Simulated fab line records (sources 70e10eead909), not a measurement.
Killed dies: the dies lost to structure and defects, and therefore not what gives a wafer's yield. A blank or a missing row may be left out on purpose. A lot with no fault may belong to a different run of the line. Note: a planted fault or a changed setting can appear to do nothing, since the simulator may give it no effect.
fab line records	flow nand_harc
record: lots: 14	wafers: 42	last_day: 24
route steps=1159 shown A_ZERO_WELL@411 A_ONON_D1@429 END@1159
lots untouched by any fault: they come from a run of this same line in which no faults occurred
start_h: hours from the record's opening day to when the first of the lot's shown wafers began	wait_h: how many hours have passed since the lot's step before this one	" the same as in the row above	L1.1+2: one row covering several wafers at once	- no value, or no start was given	* or withheld: withheld	< > ~ a bound
route shown NAME@n: NAME is a module with steps in the file, n the number in the route of the first one	usual: mean/standard deviation taken from wafers without a fault	same: alike in all rows	chamber/n: place in a boat	sites: readings site by site	_std_site: the standard deviation of these	_edge_site: inner sites' mean taken away from outer sites' mean	radius_mm: how far each site lies from the wafer's centre	mask NAME#n: copy n	behind: the tool/chamber that last shaped the wafer	hold: what put the lot on hold/how long, in hours/how the hold closed	device: transistor that didn't switch, given as n, p or np	end of line: the same wafers' tests at the end of the route	where a step has no rows: the recipe by itself	killed: not the wafer's yield, but the dies lost to structure and defects at the first sort	map: shows each die of a wafer: x if killed, . if not, _ if none is there
set.NAME: the setting as run; set.NAME@STEP: as run at that earlier step	model.NAME: the simulator's own value behind a step, which no gauge read
route steps across a sampled set of lots; one table per step, one row per wafer
services: from which hour (start_h, from the record's first day; less than 0 if before it) a tool's chamber was out of use, for how many hours, and why
== steps ==
step: NHARC_A_ZERO_WELL_RTA_16
recipe: temp_c: 1000	time_s: 10
usual: lamp_power_pct: 27.7/1.5	wafer_temp_C_max: 1004.4/0.76
lot.wafer	tool	chamber	start_h	wait_h	lamp_power_pct	wafer_temp_C_max
L717.1	rtp_anneal-01	0	136.19	-	26.2	1003.7
L717.2	"	0	"	"	26.1	1004.3
L717.6	"	0	"	"	26.1	1004.5
L718.1	rtp_anneal-01	0	142.47	-	26.2	1006.2
L718.4	"	0	"	"	26.1	1004.5
L718.5	"	0	"	"	26.1	1004.7
L719.3	rtp_anneal-02	0	149.80	-	29.0	1004.1
L719.4	"	0	"	"	29.1	1005.1
L719.5	"	0	"	"	29.1	1004.1
L721.3	rtp_anneal-02	0	167.48	-	29.0	1005.0
L721.5	"	0	"	"	29.1	1005.5
L721.6	"	0	"	"	29.0	1003.8
L722.1	rtp_anneal-02	0	169.40	-	29.1	1003.6
L722.4	"	0	"	"	29.1	1004.0
L722.6	"	0	"	"	29.0	1003.8
L724.1	rtp_anneal-01	0	180.91	-	26.1	1004.1
L724.3	"	0	"	"	26.1	1004.9
L724.5	"	0	"	"	26.1	1004.5
L725.2	rtp_anneal-01	0	182.87	-	26.2	1005.2
L725.5	"	0	"	"	26.1	1005.7
L725.6	"	0	"	"	26.2	1004.6
L727.1	rtp_anneal-02	0	198.19	-	29.1	1004.5
L727.5	"	0	"	"	29.0	1003.8
L727.6	"	0	"	"	29.1	1004.4
L729.1	rtp_anneal-02	0	213.54	-	29.1	1004.2
L729.3	"	0	"	"	29.0	1003.9
L729.5	"	0	"	"	29.1	1003.0
L732.2	rtp_anneal-02	0	235.90	-	29.1	1004.1
L732.4	"	0	"	"	29.1	1005.2
L732.6	"	0	"	"	29.1	1005.3
L736.3	rtp_anneal-02	0	254.67	-	29.1	1004.4
L736.4	"	0	"	"	29.1	1004.6
L736.6	"	0	"	"	29.1	1006.1
L737.3	rtp_anneal-01	0	255.32	-	26.2	1004.4
L737.5	"	0	"	"	26.2	1004.4
L737.6	"	0	"	"	26.1	1005.5
L738.1	rtp_anneal-02	0	269.32	-	29.1	1005.0
L738.4	"	0	"	"	29.1	1004.4
L738.6	"	0	"	"	29.1	1004.2
L739.1	rtp_anneal-02	0	270.26	-	29.0	1005.0
L739.2	"	0	"	"	29.1	1004.5
L739.6	"	0	"	"	29.1	1005.2
step: NHARC_A_ONON_D1_THK_MEAS_08
recipe: thk_meas_gauge: ellipsometry
usual: thk_nm: 1004/11
lot.wafer	tool	chamber	start_h	wait_h	thk_nm
L717.1	film_metro-02	-	157.68	-	1008
L717.2	"	-	"	"	1009
L717.6	"	-	"	"	1006
L718.1	film_metro-01	-	164.96	-	1021
L718.4	"	-	"	"	1019
L718.5	"	-	"	"	1019
L719.3	film_metro-02	-	172.65	-	999
L719.4	"	-	"	"	999
L719.5	"	-	"	"	999
L722.1	film_metro-02	-	190.24	-	989
L722.4	"	-	"	"	989
L722.6	"	-	"	"	990
L721.3	film_metro-01	-	190.28	-	1002
L721.5	"	-	"	"	1003
L721.6	"	-	"	"	1002
L725.2	film_metro-02	-	202.39	-	981
L725.5	"	-	"	"	984
L725.6	"	-	"	"	983
L724.1	film_metro-02	-	202.53	-	995
L724.3	"	-	"	"	995
L724.5	"	-	"	"	996
L727.1	film_metro-02	-	219.42	-	997
L727.5	"	-	"	"	997
L727.6	"	-	"	"	997
L729.1	film_metro-02	-	236.08	-	993
L729.3	"	-	"	"	991
L729.5	"	-	"	"	992
L732.2	film_metro-02	-	258.62	-	1021
L732.4	"	-	"	"	1021
L732.6	"	-	"	"	1021
L737.3	film_metro-02	-	278.28	-	995
L737.5	"	-	"	"	997
L737.6	"	-	"	"	997
L736.3	film_metro-01	-	278.29	-	989
L736.4	"	-	"	"	991
L736.6	"	-	"	"	990
L738.1	film_metro-01	-	294.80	-	1024
L738.4	"	-	"	"	1025
L738.6	"	-	"	"	1024
L739.1	film_metro-02	-	294.80	-	1009
L739.2	"	-	"	"	1009
L739.6	"	-	"	"	1010
step: NHARC_A_ONON_D1_DEP_12
recipe: target_thk_a: 10000	n2_flow_sccm: 2750	n2o_flow_sccm: 2000	nh3_flow_sccm: 500	sih4_flow_sccm: 210	temp_c: 400
lot.wafer	tool	chamber	start_h	wait_h
L717.1+2+6	pecvd_onon-01	0	158.58	0.2
L718.1+4+5	pecvd_onon-01	0	165.58	0.1
L719.3+4+5	pecvd_onon-01	0	173.38	0.2
L722.1+4+6	pecvd_onon-02	0	190.86	0.1
L721.3+5+6	pecvd_onon-01	0	191.01	0.2
L725.2+5+6	pecvd_onon-03	0	203.07	0.1
L724.1+3+5	pecvd_onon-02	0	203.16	0.1
L727.1+5+6	pecvd_onon-01	0	220.05	0.1
L729.1+3+5	pecvd_onon-03	0	236.71	0.1
L732.2+4+6	pecvd_onon-02	0	259.30	0.1
L737.3+5+6	pecvd_onon-02	0	279.03	0.2
L736.3+4+6	pecvd_onon-03	0	279.25	0.2
L738.1+4+6	pecvd_onon-03	0	295.42	0.1
L739.1+2+6	pecvd_onon-01	0	295.43	0.1
step: NHARC_A_ONON_D1_THK_MEAS_14
recipe: thk_meas_gauge: ellipsometry
usual: thk_nm: 1001/10
lot.wafer	tool	chamber	start_h	wait_h	hold	thk_nm
L717.1	film_metro-01	-	159.09	-	-	1000
L717.2	"	-	"	"	-	1000
L717.6	"	-	"	"	-	1001
L718.1	film_metro-01	-	166.09	-	-	993
L718.4	"	-	"	"	-	992
L718.5	"	-	"	"	-	993
L719.3	film_metro-02	-	173.80	-	-	981
L719.4	"	-	"	"	-	981
L719.5	"	-	"	"	-	980
L722.1	film_metro-02	-	191.38	-	-	993
L722.4	"	-	"	"	-	992
L722.6	"	-	"	"	-	991
L721.3	film_metro-01	-	191.41	-	-	997
L721.5	"	-	"	"	-	996
L721.6	"	-	"	"	-	997
L725.2	film_metro-02	-	203.53	-	-	998
L725.5	"	-	"	"	-	1000
L725.6	"	-	"	"	-	1001
L724.1	film_metro-01	-	203.67	-	-	1008
L724.3	"	-	"	"	-	1010
L724.5	"	-	"	"	-	1010
L727.1	film_metro-01	-	220.56	-	-	1004
L727.5	"	-	"	"	-	1007
L727.6	"	-	"	"	-	1005
L729.1	film_metro-02	-	237.22	-	-	1027
L729.3	"	-	"	"	-	1027
L729.5	"	-	"	"	-	1026
L732.2	film_metro-01	-	259.75	-	await_dispo/0.2h/release	1459
L732.4	"	-	"	"	await_dispo/0.2h/release	1457
L732.6	"	-	"	"	await_dispo/0.2h/release	1456
L732.2	film_metro-01	-	259.93	0.2	-	1459
L732.4	"	-	"	"	-	1457
L732.6	"	-	"	"	-	1458
L737.3	film_metro-01	-	279.43	-	await_dispo/0.2h/release	1458
L737.5	"	-	"	"	await_dispo/0.2h/release	1459
L737.6	"	-	"	"	await_dispo/0.2h/release	1458
L737.3	film_metro-01	-	279.60	0.2	-	1457
L737.5	"	-	"	"	-	1458
L737.6	"	-	"	"	-	1457
L736.3	film_metro-01	-	279.64	-	-	999
L736.4	"	-	"	"	-	1002
L736.6	"	-	"	"	-	1002
L738.1	film_metro-02	-	295.93	-	-	994
L738.4	"	-	"	"	-	995
L738.6	"	-	"	"	-	994
L739.1	film_metro-02	-	295.94	-	-	997
L739.2	"	-	"	"	-	998
L739.6	"	-	"	"	-	998
step: NHARC_A_ONON_D1_THK_MEAS_24
recipe: thk_meas_gauge: ellipsometry
usual: thk_nm: 1000/8.3
lot.wafer	tool	chamber	start_h	wait_h	thk_nm
L717.1	film_metro-02	-	168.07	-	993
L717.2	"	-	"	"	993
L717.6	"	-	"	"	992
L718.1	film_metro-02	-	176.04	-	1001
L718.4	"	-	"	"	1000
L718.5	"	-	"	"	1001
L719.3	film_metro-01	-	182.98	-	1001
L719.4	"	-	"	"	1002
L719.5	"	-	"	"	999
L722.1	film_metro-01	-	199.63	-	990
L722.4	"	-	"	"	991
L722.6	"	-	"	"	991
L721.3	film_metro-01	-	199.64	-	999
L721.5	"	-	"	"	998
L721.6	"	-	"	"	998
L725.2	film_metro-02	-	211.76	-	1006
L725.5	"	-	"	"	1006
L725.6	"	-	"	"	1008
L724.1	film_metro-01	-	211.77	-	998
L724.3	"	-	"	"	998
L724.5	"	-	"	"	998
L727.1	film_metro-02	-	231.84	-	982
L727.5	"	-	"	"	983
L727.6	"	-	"	"	982
L729.1	film_metro-02	-	246.48	-	1000
L729.3	"	-	"	"	999
L729.5	"	-	"	"	999
L736.3	film_metro-01	-	287.71	-	1000
L736.4	"	-	"	"	1000
L736.6	"	-	"	"	998
L739.1	film_metro-02	-	304.51	-	1014
L739.2	"	-	"	"	1011
L739.6	"	-	"	"	1012
L738.1	film_metro-02	-	304.53	-	1009
L738.4	"	-	"	"	1008
L738.6	"	-	"	"	1007
step: NHARC_END_SORT_01
recipe: temp_c: 25
usual: defect_limited_yield: 95.1/1.3	killed_at_array: 29/8.4	killed_at_other: 0.7/1.2	killed_at_periphery: 3.8/2.1	killed_dies: 33/9	killed_open: 3.4/2	killed_short: 2.1/1.4	sort_bin_2_pct: 1.5/0.56	sort_bin_3_pct: 0.26/0.2	sort_bin_4_pct: 3.1/0.91	sort_n_pass: 644/9	sort_rim_yield_pct: 96.2/2.2	sort_yield_pct: 95.1/1.3
same: gross_dies: 677	sort_bin_5_pct[%]: 0	sort_bin_6_pct[%]: 0	sort_bin_7_pct[%]: 0	sort_bin_8_pct[%]: 0	sort_rim_n_gross: 106.00
lot.wafer	tool	chamber	start_h	wait_h	defect_limited_yield[%]	killed_at_array	killed_at_other	killed_at_periphery	killed_dies	killed_open	killed_short	sort_bin_2_pct[%]	sort_bin_3_pct[%]	sort_bin_4_pct[%]	sort_n_pass	sort_rim_yield_pct[%]	sort_yield_pct[%]
L719.3	prober-01	0	481.45	3.1	94.2	36	1	2	39	3	2	2.1	0.15	3.5	638	95.3	94.2
L719.4	prober-01	0	482.25	3.4	95.4	26	0	5	31	6	1	2.1	0.30	2.2	646	99.1	95.4
L719.5	prober-01	0	483.06	3.7	94.4	34	1	3	38	2	2	2.1	0.44	3.1	639	100.0	94.4
L718.1	prober-02	0	487.74	2.5	92.5	48	1	2	51	2	2	1.9	0.44	5.2	626	96.2	92.5
L718.4	prober-02	0	490.11	3.4	94.7	30	1	5	36	2	2	1.6	0	3.7	641	93.4	94.7
L718.5	prober-02	0	490.89	3.7	94.4	32	0	6	38	7	2	1.6	0.30	3.7	639	93.4	94.4
L717.1	prober-02	0	495.49	2.5	95.9	24	0	4	28	2	3	1.5	0.15	2.5	649	99.1	95.9
L717.2	prober-02	0	496.29	2.8	96.8	19	0	3	22	0	3	0.7	0.44	2.1	655	100.0	96.8
L717.6	prober-02	0	499.47	4.0	95.1	27	0	6	33	5	5	1.8	0.30	2.8	644	96.2	95.1
L722.1	prober-01	0	495.51	2.5	93.8	37	0	5	42	1	3	2.1	0.30	3.8	635	98.1	93.8
L722.4	prober-01	0	497.92	3.4	94.4	36	1	1	38	2	4	1.2	0.15	4.3	639	98.1	94.4
L722.6	prober-01	0	499.52	4.0	94.2	36	0	3	39	3	4	1.5	0.44	3.8	638	97.2	94.2
L725.2	prober-01	0	504.02	2.7	95.3	27	0	5	32	1	3	1.9	0.15	2.7	645	96.2	95.3
L725.5	prober-01	0	506.44	3.7	94.7	29	0	7	36	4	2	1.8	0.44	3.1	641	91.5	94.7
L725.6	prober-01	0	507.25	4.0	95.0	28	0	6	34	5	1	1.2	0.15	3.7	643	98.1	95.0
L721.3	prober-02	0	504.86	3.1	97.6	15	0	1	16	2	0	0.7	0.15	1.5	661	94.3	97.6
L721.5	prober-02	0	506.47	3.7	96.6	21	0	2	23	0	4	0.9	0.30	2.2	654	98.1	96.6
L721.6	prober-02	0	507.28	4.0	97.8	12	0	3	15	5	2	0.6	0	1.6	662	100.0	97.8
L724.1	prober-01	0	511.08	2.5	96.5	22	0	2	24	4	2	1.0	0.30	2.2	653	96.2	96.5
L724.3	prober-01	0	512.70	3.1	96.6	23	0	0	23	2	5	1.3	0	2.1	654	99.1	96.6
L724.5	prober-01	0	514.31	3.7	96.2	22	0	4	26	5	0	1.2	0	2.7	651	99.1	96.2
L727.1	prober-02	0	518.89	2.5	96.5	19	0	5	24	3	1	1.2	0	2.4	653	99.1	96.5
L727.5	prober-02	0	522.07	3.7	95.3	25	0	7	32	2	2	1.2	0.59	3.0	645	98.1	95.3
L727.6	prober-02	0	522.86	4.0	96.5	22	0	2	24	2	1	1.2	0	2.4	653	95.3	96.5
L729.1	prober-01	0	518.95	2.5	96.2	21	0	5	26	4	3	1.3	0.15	2.4	651	97.2	96.2
L729.3	prober-01	0	520.55	3.1	94.8	32	0	3	35	2	3	2.1	0.30	2.8	642	97.2	94.8
L729.5	prober-01	0	522.15	3.7	94.2	33	1	5	39	3	2	1.6	0.30	3.8	638	97.2	94.2
L736.3	prober-02	0	559.32	3.1	94.2	35	0	4	39	2	3	2.1	0.59	3.1	638	94.3	94.2
L736.4	prober-02	0	560.10	3.4	93.2	41	0	5	46	5	2	2.4	0.74	3.7	631	90.6	93.2
L736.6	prober-02	0	561.68	3.9	94.7	35	0	1	36	2	2	1.5	0.30	3.5	641	96.2	94.7
L739.1	prober-02	0	565.46	2.5	96.8	17	0	5	22	3	0	1.2	0	2.1	655	97.2	96.8
L739.2	prober-02	0	566.26	2.8	96.6	18	0	5	23	3	3	1.0	0.15	2.2	654	96.2	96.6
L739.6	prober-02	0	569.46	4.0	96.0	25	0	2	27	3	3	1.3	0.44	2.2	650	98.1	96.0
L738.1	prober-01	0	572.97	2.5	93.8	37	0	5	42	7	0	1.8	0.15	4.3	635	97.2	93.8
L738.4	prober-01	0	575.38	3.4	92.5	46	2	3	51	5	6	3.0	0.59	4.0	626	96.2	92.5
L738.6	prober-01	0	576.99	4.0	92.9	42	1	5	48	6	1	2.4	0.30	4.4	629	97.2	92.9
killed by level:class
L719.3 A_CHANNEL_HOLE_D1:chamber_film_flake=19 A_SLIT:chamber_film_flake=10 A_CONTACT:geometric_particle:open=2 A_STAIRCASE:chamber_film_flake=2 A_CONTACT:chamber_film_flake=2 P_M1:geometric_particle:open=1 A_CONTACT:geometric_particle:short=1 STARTING-WAFER:geometric_particle:short=1
L719.4 A_CHANNEL_HOLE_D1:chamber_film_flake=12 A_SLIT:chamber_film_flake=6 P_GATE:geometric_particle:open=2 P_CONTACT:geometric_particle:open=2 A_CONTACT:chamber_film_flake=2 A_SGD_CUT:chamber_film_flake=2 A_ONON_D1:geometric_particle:short=1 A_CONTACT:geometric_particle:open=1
L719.5 A_CHANNEL_HOLE_D1:chamber_film_flake=13 A_SLIT:chamber_film_flake=12 A_CONTACT:chamber_film_flake=4 A_WL_FILL:geometric_particle:short=2 P_BONDPAD:chamber_film_flake=2 A_STAIRCASE:chamber_film_flake=2 A_CONTACT:geometric_particle:open=1 STARTING-WAFER:geometric_particle:open=1
L718.1 A_CHANNEL_HOLE_D1:chamber_film_flake=20 A_CONTACT:chamber_film_flake=9 A_STAIRCASE:chamber_film_flake=8 A_M0:chamber_film_flake=5 A_WL_FILL:geometric_particle:short=2 A_SLIT:chamber_film_flake=2 P_M0:geometric_particle:open=1 A_ONON_D1:geometric_particle:open=1
L718.4 A_CHANNEL_HOLE_D1:chamber_film_flake=12 A_CONTACT:chamber_film_flake=5 A_STAIRCASE:chamber_film_flake=4 A_M0:chamber_film_flake=4 P_BONDPAD:chamber_film_flake=2 P_CONTACT:geometric_particle:open=1 A_ONON_D1:geometric_particle:short=1 A_SGD_CUT:geometric_particle:open=1
L718.5 A_CHANNEL_HOLE_D1:chamber_film_flake=10 A_STAIRCASE:chamber_film_flake=6 A_CONTACT:chamber_film_flake=6 A_CONTACT:geometric_particle:open=5 A_M0:chamber_film_flake=3 P_ZERO_WELL:chamber_film_flake=2 P_STI:chamber_film_flake=2 P_CONTACT:geometric_particle:open=1
L717.1 A_SLIT:chamber_film_flake=15 A_CHANNEL_HOLE_D1:chamber_film_flake=2 P_M0:geometric_particle:short=1 A_WL_FILL:geometric_particle:short=1 A_WL_FILL:geometric_particle:open=1 A_CONTACT:geometric_particle:short=1 A_BLC:geometric_particle:open=1 P_STI:chamber_film_flake=1
L722.1 A_CHANNEL_HOLE_D1:chamber_film_flake=18 A_SLIT:chamber_film_flake=10 P_CONTACT:chamber_film_flake=4 A_STAIRCASE:chamber_film_flake=2 A_CONTACT:chamber_film_flake=2 A_SOURCE_PLATE:geometric_particle:short=1 A_WL_FILL:geometric_particle:short=1 A_CONTACT:geometric_particle:short=1
L717.2 A_SLIT:chamber_film_flake=7 A_CONTACT:chamber_film_flake=4 P_M1:chamber_film_flake=3 A_ZERO_WELL:chamber_film_flake=3 A_CHANNEL_FILL_D1:geometric_particle:short=1 A_SLIT:geometric_particle:short=1 A_WL_FILL:geometric_particle:short=1 A_CHANNEL_HOLE_D1:chamber_film_flake=1
L722.4 A_CHANNEL_HOLE_D1:chamber_film_flake=19 A_SLIT:chamber_film_flake=11 P_CONTACT:geometric_particle:short=1 A_ONON_D1:geometric_particle:open=1 A_ONON_D1:geometric_particle:short=1 A_CHANNEL_HOLE_D1:geometric_particle:short=1 A_WL_FILL:geometric_particle:short=1 A_CONTACT:geometric_particle:open=1
L717.6 A_SLIT:chamber_film_flake=15 A_CHANNEL_HOLE_D1:chamber_film_flake=3 P_M1:chamber_film_flake=2 P_CONTACT:geometric_particle:short=1 P_M0:geometric_particle:open=1 P_M0:geometric_particle:short=1 A_ONON_D1:geometric_particle:short=1 A_CHANNEL_FILL_D1:geometric_particle:open=1
L722.6 A_CHANNEL_HOLE_D1:chamber_film_flake=17 A_SLIT:chamber_film_flake=9 A_CONTACT:chamber_film_flake=3 A_ONON_D1:geometric_particle:short=2 A_BLC:geometric_particle:short=2 P_M1:geometric_particle:open=1 A_ONON_D1:geometric_particle:open=1 A_WL_FILL:geometric_particle:open=1
L725.2 A_CHANNEL_HOLE_D1:chamber_film_flake=15 P_M0:chamber_film_flake=3 A_STAIRCASE:chamber_film_flake=3 A_CONTACT:chamber_film_flake=2 P_M0:geometric_particle:short=1 A_ONON_D1:geometric_particle:short=1 A_CHANNEL_HOLE_D1:geometric_particle:short=1 A_M0:geometric_particle:open=1
L721.3 A_CHANNEL_HOLE_D1:chamber_film_flake=6 A_CONTACT:chamber_film_flake=4 A_STAIRCASE:chamber_film_flake=2 P_CONTACT:geometric_particle:open=1 A_BLC:geometric_particle:open=1 A_ZERO_WELL:chamber_film_flake=1 A_CHANNEL_FILL_D1:chamber_film_flake=1
L725.5 A_CHANNEL_HOLE_D1:chamber_film_flake=18 A_STAIRCASE:chamber_film_flake=4 P_ZERO_WELL:chamber_film_flake=2 A_CONTACT:chamber_film_flake=2 P_GATE:geometric_particle:open=1 P_CONTACT:geometric_particle:open=1 A_ONON_D1:geometric_particle:short=1 A_SGD_CUT:geometric_particle:short=1
L721.5 A_CHANNEL_HOLE_D1:chamber_film_flake=8 A_ONON_D1:geometric_particle:short=4 A_STAIRCASE:chamber_film_flake=4 A_CONTACT:chamber_film_flake=3 P_STI:chamber_film_flake=2 A_ZERO_WELL:chamber_film_flake=2
L725.6 A_CHANNEL_HOLE_D1:chamber_film_flake=13 A_CONTACT:chamber_film_flake=6 P_M0:chamber_film_flake=4 A_BONDPAD:chamber_film_flake=3 A_M0:geometric_particle:open=2 P_CONTACT:geometric_particle:open=1 A_CONTACT:geometric_particle:open=1 A_BLC:geometric_particle:open=1
L721.6 A_CHANNEL_HOLE_D1:chamber_film_flake=4 P_CONTACT:geometric_particle:open=2 A_CONTACT:chamber_film_flake=2 P_STI:geometric_particle:open=1 A_ONON_D1:geometric_particle:short=1 A_CHANNEL_FILL_D1:geometric_particle:short=1 A_CONTACT:geometric_particle:open=1 A_BLC:geometric_particle:open=1
L724.1 A_SLIT:chamber_film_flake=12 A_CHANNEL_HOLE_D1:chamber_film_flake=4 A_WL_FILL:geometric_particle:short=2 P_M2:geometric_particle:open=1 A_CHANNEL_HOLE_D1:geometric_particle:open=1 A_WL_FILL:geometric_particle:open=1 A_BLC:geometric_particle:open=1 P_ZERO_WELL:chamber_film_flake=1
L724.3 A_SLIT:chamber_film_flake=10 A_CHANNEL_HOLE_D1:chamber_film_flake=5 A_WL_FILL:geometric_particle:short=4 A_WL_FILL:geometric_particle:open=1 A_CONTACT:geometric_particle:short=1 A_M0:geometric_particle:open=1 A_STAIRCASE:chamber_film_flake=1
L724.5 A_SLIT:chamber_film_flake=13 A_CHANNEL_HOLE_D1:chamber_film_flake=6 P_CONTACT:geometric_particle:open=1 P_M1:geometric_particle:open=1 A_CHANNEL_HOLE_D1:geometric_particle:open=1 A_CONTACT:geometric_particle:open=1 A_BONDPAD:geometric_particle:open=1 P_STI:chamber_film_flake=1
L727.1 A_SLIT:chamber_film_flake=11 A_CHANNEL_HOLE_D1:chamber_film_flake=3 A_CONTACT:chamber_film_flake=3 P_GATE:geometric_particle:open=1 P_M0:geometric_particle:open=1 P_M0:geometric_particle:short=1 A_ONON_D1:geometric_particle:open=1 P_STI:chamber_film_flake=1
L729.1 A_SLIT:chamber_film_flake=11 A_STAIRCASE:chamber_film_flake=4 A_CHANNEL_HOLE_D1:chamber_film_flake=3 P_CONTACT:geometric_particle:open=2 P_STI:geometric_particle:open=1 P_GATE:geometric_particle:short=1 P_M0:geometric_particle:open=1 A_CHANNEL_FILL_D1:geometric_particle:short=1
L729.3 A_SLIT:chamber_film_flake=10 A_CHANNEL_HOLE_D1:chamber_film_flake=7 A_STAIRCASE:chamber_film_flake=7 A_WL_FILL:chamber_film_flake=2 P_CONTACT:geometric_particle:short=1 A_CHANNEL_HOLE_D1:geometric_particle:short=1 A_WL_FILL:geometric_particle:open=1 A_M0:geometric_particle:open=1
L727.5 A_SLIT:chamber_film_flake=11 A_CHANNEL_HOLE_D1:chamber_film_flake=5 P_CONTACT:chamber_film_flake=3 A_CONTACT:chamber_film_flake=3 P_GATE:chamber_film_flake=2 A_WL_FILL:chamber_film_flake=2 P_GATE:geometric_particle:short=1 P_CONTACT:geometric_particle:open=1
L729.5 A_SLIT:chamber_film_flake=13 A_STAIRCASE:chamber_film_flake=10 A_CHANNEL_HOLE_D1:chamber_film_flake=5 P_CONTACT:geometric_particle:open=2 A_WL_FILL:geometric_particle:short=2 P_GATE:chamber_film_flake=2 A_CONTACT:chamber_film_flake=2 A_CHANNEL_FILL_D1:geometric_particle:open=1
L727.6 A_SLIT:chamber_film_flake=12 A_CHANNEL_HOLE_D1:chamber_film_flake=3 A_WL_FILL:chamber_film_flake=2 P_CONTACT:geometric_particle:open=1 A_ONON_D1:geometric_particle:open=1 A_WL_FILL:geometric_particle:short=1 P_GATE:chamber_film_flake=1 A_CHANNEL_FILL_D1:chamber_film_flake=1
L736.3 A_CHANNEL_HOLE_D1:chamber_film_flake=19 A_CONTACT:chamber_film_flake=9 A_WL_FILL:chamber_film_flake=2 A_BLC:chamber_film_flake=2 P_STI:geometric_particle:short=1 P_M0:geometric_particle:open=1 P_M0:geometric_particle:short=1 A_WL_FILL:geometric_particle:short=1
L736.4 A_CHANNEL_HOLE_D1:chamber_film_flake=20 A_CONTACT:chamber_film_flake=7 P_GATE:chamber_film_flake=4 A_STAIRCASE:chamber_film_flake=4 A_CONTACT:geometric_particle:open=3 A_WL_FILL:geometric_particle:short=2 P_GATE:geometric_particle:open=1 A_CHANNEL_FILL_D1:geometric_particle:open=1
L736.6 A_CHANNEL_HOLE_D1:chamber_film_flake=20 A_STAIRCASE:chamber_film_flake=5 A_CONTACT:chamber_film_flake=5 A_BLC:chamber_film_flake=2 P_M2:geometric_particle:open=1 A_CHANNEL_FILL_D1:geometric_particle:open=1 A_WL_FILL:geometric_particle:short=1 A_CONTACT:geometric_particle:short=1
L739.1 A_CHANNEL_HOLE_D1:chamber_film_flake=7 A_STAIRCASE:chamber_film_flake=4 P_GATE:chamber_film_flake=3 A_WL_FILL:geometric_particle:open=2 A_WL_FILL:chamber_film_flake=2 A_CONTACT:chamber_film_flake=2 P_STI:geometric_particle:open=1 P_ZERO_WELL:chamber_film_flake=1
L739.2 P_GATE:chamber_film_flake=4 A_CHANNEL_HOLE_D1:chamber_film_flake=4 A_STAIRCASE:chamber_film_flake=3 A_WL_FILL:chamber_film_flake=3 A_WL_FILL:geometric_particle:short=2 A_CONTACT:chamber_film_flake=2 A_CHANNEL_FILL_D1:geometric_particle:open=1 A_CONTACT:geometric_particle:open=1
L739.6 A_CHANNEL_HOLE_D1:chamber_film_flake=10 A_CONTACT:chamber_film_flake=4 A_BONDPAD:chamber_film_flake=2 P_GATE:geometric_particle:open=1 A_ONON_D1:geometric_particle:short=1 A_SGD_CUT:geometric_particle:short=1 A_WL_FILL:geometric_particle:open=1 A_CONTACT:geometric_particle:short=1
L738.1 A_SLIT:chamber_film_flake=16 A_CHANNEL_HOLE_D1:chamber_film_flake=9 A_STAIRCASE:chamber_film_flake=4 A_WL_FILL:geometric_particle:open=3 A_CONTACT:chamber_film_flake=3 P_M0:geometric_particle:open=2 P_ZERO_WELL:chamber_film_flake=2 A_SGD_CUT:geometric_particle:open=1
L738.4 A_SLIT:chamber_film_flake=25 A_CONTACT:chamber_film_flake=7 A_CHANNEL_HOLE_D1:chamber_film_flake=4 P_GATE:geometric_particle:short=2 A_WL_FILL:geometric_particle:short=2 A_WL_FILL:geometric_particle:open=2 A_STAIRCASE:chamber_film_flake=2 THIN_TSV:chamber_film_flake=2
L738.6 A_SLIT:chamber_film_flake=19 A_CHANNEL_HOLE_D1:chamber_film_flake=12 A_CONTACT:chamber_film_flake=4 A_STAIRCASE:chamber_film_flake=3 A_WL_FILL:geometric_particle:open=2 P_GATE:chamber_film_flake=2 P_GATE:geometric_particle:open=1 P_CONTACT:geometric_particle:short=1
== services ==
tool	chamber	start_h	hours	kind
pecvd_onon-03	-	153.00	13.0	pm
pecvd_onon-01	-	195.30	13.0	pm
pecvd_onon-02	-	292.00	13.0	pm
== key ==
first_sign: step: NHARC_A_ONON_D1_THK_MEAS_14	reading: visit	direction: added
effect: step: NHARC_A_ONON_D1_THK_MEAS_14	reading: thk_nm	direction: up	sigmas: 45	usual: 1001	struck: 1458
met_at NHARC_A_ONON_D1_DEP_12
struck_lots L732,L737
scrapped_behind NHARC_A_ONON_D1_THK_MEAS_14 L732.2,L732.4,L732.6,L737.3,L737.5,L737.6
not_acting_at NHARC_A_ZERO_WELL_RTA_16,NHARC_A_ONON_D1_THK_MEAS_08,NHARC_A_ONON_D1_THK_MEAS_24
onset_between 203.16 259.30
fault: kind: process_parameter_drift	tool: pecvd_onon-02	chamber: -	onset_h: 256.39	steps: NHARC_A_ONON_D1_DEP_12	channel: target_thk_a	offset: *	shape: step	end_h: 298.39	acts_in: *	stated: *
